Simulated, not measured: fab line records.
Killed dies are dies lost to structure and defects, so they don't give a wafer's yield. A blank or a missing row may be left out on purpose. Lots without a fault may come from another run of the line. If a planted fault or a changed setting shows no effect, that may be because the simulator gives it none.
Code-filled problem report in 8D (eight disciplines) form    flow nandHarc    the parts of the form that need people (team, actions taken, sign-off) are left out

1. WHAT IS WRONG
Mean of cdNm at NHARC_A_BLC_CD_MEAS_10: 107.5 nm across 3 wafers in 3 lots; on wafers with no fault it is 99.5 nm (standard deviation 0.88). That puts it +9.1 standard deviations away from the usual mean.
The step: target cd 100 nm.
First seen on wafer L532.1, day 21 05:02, on cdSem-02. The record holds 36 wafers of 12 lots with a number at this step. Rule for "out", or "out of limits": more than 4 standard deviations from the usual mean. Any other wafer with a number is counted as sound.

2. WHAT IT IS, AND WHAT IT ISN'T
question                     is                      is not
which readings at this step  cdNm                    -
which lots                   L530, L532, L533        L519, L520, L522, L523, L526, L538, L539, L541, L542
which wafers of those lots   L530.6, L532.1, L533.1  L530.2, L530.5, L532.2, L532.3, L533.2, L533.4
read on which gauges         cdSem-01, cdSem-02      cdSem-03
when                         from day 21 05:02       up to then (17 sound wafers); but 16 sound wafers of L530, L533, L538, L539, L541, L542 came after

3. WHAT RULES OUT EACH SUSPECT
Counting: if a tool at a process step up to the reading ran every lot that is out, it stays a suspect. Sound lots after the first of them don't rule it out here, since some wafers of a struck lot are sound.
- ruled out: the gauge at NHARC_A_BLC_CD_MEAS_10. The wafers that are out were read on 2 gauges (cdSem-01, cdSem-02).
- lithoTrack-01 at NHARC_A_BLC_PEB_08 (peb time 65 s): kept. Every lot that is out went through it, the first being L532 (day 21 04:57); the last sound lot it ran before that was L526 (day 19 02:25).
Left after counting: lithoTrack-01 at NHARC_A_BLC_PEB_08.

4. THE CAUSE (what the simulator had put in)
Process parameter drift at NHARC_A_BLC_PEB_08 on lithoTrack-01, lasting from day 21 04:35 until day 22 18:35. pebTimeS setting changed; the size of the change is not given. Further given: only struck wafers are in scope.
Counting left only this tool.

5. SEQUENCE OF EFFECTS, ordered by route
Each row: a reading whose mean over the struck wafers that have a number lies more than 3 standard deviations from the usual. Scope: only readings with a usual standard deviation given in the record; hours: median across lots of the time from each lot's start at the first step in this table that gives one to its start at this step; sigmas: change in usual standard deviations.
hours  step                    reading  usual    on struck wafers  change  sigmas
0      NHARC_A_BLC_CD_MEAS_10  cdNm     99.5 nm  107.5             +8.0    +9.1
At these later measuring or inspecting steps, every struck wafer for which the step has a row has a number for every such reading, and none has moved that far: NHARC_A_BLC_INSPECT_12, NHARC_END_SORT_01.

6. HOW IT WOULD HAVE BEEN CAUGHT EARLIER
In this record the first reading out of limits at a measuring or inspecting step was taken at day 21 05:02, 0 hours after the fault began at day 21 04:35.
No tool reading at NHARC_A_BLC_PEB_08 that has a usual standard deviation in the record was out on any struck wafer, so an alarm limit of 4 standard deviations on those readings would not have fired.
Lots out: 3; of these, L533, L530 started NHARC_A_BLC_PEB_08 on lithoTrack-01 after day 21 05:02. A hold on the tool at that time would have spared those 2.
